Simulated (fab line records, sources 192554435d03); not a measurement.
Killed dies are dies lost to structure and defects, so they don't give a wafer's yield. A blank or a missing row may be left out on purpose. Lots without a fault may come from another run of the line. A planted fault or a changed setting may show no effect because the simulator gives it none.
Chamber matching | flow n5_finfet | N5_FIN_SAQP_STRIP_77 on rie_diel-01: 4 sister chambers
The step strips in N2/H2, time 90 s. 4 wafers are shown with their chamber, then 9 later ones without.

WAFERS WITH THEIR CHAMBER
wafer  | chamber | showerhead_plenum_p_Torr (Torr)
L081.3 | 2       | 3.19
L081.6 | 1       | 3.50
L087.5 | 3       | 3.32
L087.6 | 0       | 3.50

WAFERS WITHOUT THEIR CHAMBER
wafer  | showerhead_plenum_p_Torr (Torr)
L088.1 | 3.19
L088.2 | 3.50
L088.5 | 3.49
L090.1 | 3.49
L090.4 | 3.49
L090.5 | 3.32
L094.3 | 3.49
L094.4 | 3.49
L094.6 | 3.49

WHICH CHAMBER EACH WENT THROUGH
wafer  | from the rows above     | in truth
L088.1 | 2                       | 2
L088.2 | can't be placed: 0 or 1 | 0
L088.5 | can't be placed: 0 or 1 | 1
L090.1 | can't be placed: 0 or 1 | 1
L090.4 | can't be placed: 0 or 1 | 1
L090.5 | 3                       | 3
L094.3 | can't be placed: 0 or 1 | 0
L094.4 | can't be placed: 0 or 1 | 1
L094.6 | can't be placed: 0 or 1 | 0
Placed correctly: 2 of 9. Can't be placed from these rows: 7 (the true chamber is among the candidates in 7). Placed wrongly: 0.
How it was worked out, from the rows above alone: a wafer's distance from a chamber is the root of the sum, over the readings, of the square of ((its reading less the chamber's mean) divided by the reading's scatter). The wafer belongs to the nearest chamber; if the next one is less than 2 further off, it can't be placed. A chamber's mean is the mean of its shown wafers. The scatter: with one shown wafer a chamber, the root of the mean of the squares of how far each hidden wafer lies from its nearest shown one.
